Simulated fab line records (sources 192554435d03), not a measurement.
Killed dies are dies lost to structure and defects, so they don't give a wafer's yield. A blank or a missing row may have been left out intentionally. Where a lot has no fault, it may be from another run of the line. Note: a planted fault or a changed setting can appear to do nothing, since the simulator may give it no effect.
A lot that was struck, set against a sound lot	flow n5-finfet	38 out of 1938 route steps
Sound: the wafers L335.3, L335.4, L335.6. Struck: wafer L331.5. (L331.1, L331.4 of the same lot were not struck and are left out.) The cause comes at the end.
Each step with rows lists, per side, the tool, then ch with its chambers, then its first start. Under that, the readings that differ: sound wafers	struck wafers	difference of the means	sigmas: that difference in standard deviations of wafers without a fault.
alike: words and numbers the same on both sides, and readings whose means are apart by under 2 such deviations; not compared: readings that were withheld, readings missing a value for some wafer, numbers with overlapping values and no deviation given by the record, and bounds like >300 which may hide the same value.
Wherever a step has rows on one side only, a row that says differs or no value, or a row with sigmas, the two part there. When numbers do not overlap yet have no deviation, they are printed without sigmas and do not part them. A reading missing from all wafers of one side parts the sides only when that side holds two or more wafers.

first, 9 steps without rows for these wafers: N5_BEOL_M3_ANNEAL_95 (time 240 s); N5_BEOL_M3_SPUTTER_96 (material Cu, target thk 4.5 nm, time 8.29 s); N5_BEOL_M3_ECD_50 (material Cu, target thk 300 nm); N5_BEOL_M3_ANNEAL_51 (time 90 s); N5_BEOL_M3_CMP_52 (polishes, stops on SiOC, t overpolish 6.8 s, target thk 40 nm); N5_BEOL_M3_PRE_CLEAN_60 (time 15 s); N5_BEOL_M3_CO_CAP_55 (material Co, precursor CCTBA/H2, target thk 2 nm, time 102.1 s); N5_BEOL_M3_PRE_CLEAN_56 (time 15 s); N5_BEOL_M3_DEP_57 (deposits SiCN from 3MS/NH3, target thk 8 nm, time 14 s).
N5_BEOL_M4_ILD_DEP_00: deposits SiOC from DEMS/O2, target thk 79 nm, time 15.3 s.
  sound on pecvd-03 ch 1,2, day 12 21:22; struck on pecvd-01 ch 0, day 11 07:10
reading	sound	struck	difference	sigmas
susceptor-temp-C (C)	349.92 350.55 350.15	349.69	-0.52	-2
model.SiOC_of_BEOL_M4_ILD_DEP_00.thk-nm (nm)	77.8 77.4 78	87.8	+10.1	
  alike: heater-power-w, showerhead-plenum-p-Torr, throttle-valve-pct
  not compared: since-wet-clean-h
N5_BEOL_M4_THK_MEAS_01:
  sound on film-metro-01, day 12 21:26; struck on film-metro-02, day 11 07:14
reading	sound	struck	difference	sigmas
M4_ILD_THK (nm)	77.8 77.4 78.1	87.9	+10.1	+10
then, 24 steps without rows for these wafers: N5_BEOL_M4_PECVD_72 (deposits SiO2 from TEOS/O2, target thk 16 nm, time 18 s); N5_BEOL_M4_HM_DEP_02 (deposits TiN, target thk 20 nm); N5_BEOL_M4_COAT_61 (time 60 s, resist thk 60 nm); N5_BEOL_M4_COAT_62 (time 60 s, resist thk 12 nm); N5_BEOL_M4_COAT_73 (time 60 s, resist thk 5 nm); N5_BEOL_M4_COAT_05 (resist thk 30 nm); N5_BEOL_M4_EBR_07; N5_BEOL_M4_SOFTBAKE_06 (time 60 s); N5_BEOL_M4_EXPOSE_08 (exposes mask M4); N5_BEOL_M4_PEB_09 (peb time 60 s); N5_BEOL_M4_DEVELOP_10 (develop time 30 s); N5_BEOL_M4_DESCUM_16 (chemistry O2, time 7 s); N5_BEOL_M4_ETCH_74 (etches underlayer in N2/H2, target depth 6.5 nm, time 5.2 s); N5_BEOL_M4_ETCH_63 (etches SiARC in CF4, target depth 15.6 nm, time 26 s); N5_BEOL_M4_ETCH_64 (etches SOC in N2/H2, target depth 75 nm, overetch 22.5 nm, time 121.9 s); N5_BEOL_M4_STRIP_65 (strips in N2/H2); N5_BEOL_M4_STRIP_75 (strips in N2/H2); N5_BEOL_M4_STRIP_66 (strips in CF4); N5_BEOL_M4_HM_OPEN_17 (chemistry Cl2/BCl3, target TiN, target depth 20 nm, overetch 6 nm); N5_BEOL_M4_STRIP_19 (strips in O2); N5_BEOL_M4_COAT_67 (time 60 s, resist thk 60 nm); N5_BEOL_M4_COAT_68 (time 60 s, resist thk 12 nm); N5_BEOL_M4_COAT_76 (time 60 s, resist thk 5 nm); N5_BEOL_M4_COAT_22 (resist thk 30 nm).
N5_BEOL_M4_CMP_52: polishes, stops on SiOC, t overpolish 6.8 s, target thk 40 nm.
  sound on cmp-01 ch 0,1,2, day 13 07:58; struck on cmp-01 ch 3, day 12 17:20
reading	sound	struck	difference	sigmas
model.SiOC_of_BEOL_M4_ILD_DEP_00.thk-nm (nm)	74.8 74.4 75	84.8	+10.1	
  alike: clearing-platen-rpm, motor-current-A, platen-rpm
N5_BEOL_M4_RC_MEAS_101:
  sound on prober-02 ch 0, day 13 09:02; struck on prober-02 ch 0, day 12 17:55
  alike: DIBL_N, DIBL_P, IOFF_N, IOFF_P, ION_N, ION_P, SS_N, SS_P, VT_N, VT_P
N5_PASSIVATION_PROBE_49:
  the record holds rows for the sound wafers here (prober-02, day 18 06:53) but none for the struck ones

## WHERE THEY PART
First at N5_BEOL_M4_ILD_DEP_00; last, within this record, at N5_PASSIVATION_PROBE_49.

WHY: what the simulator had put in
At N5_BEOL_M4_ILD_DEP_00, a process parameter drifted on pecvd-01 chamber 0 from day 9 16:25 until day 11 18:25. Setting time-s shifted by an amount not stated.
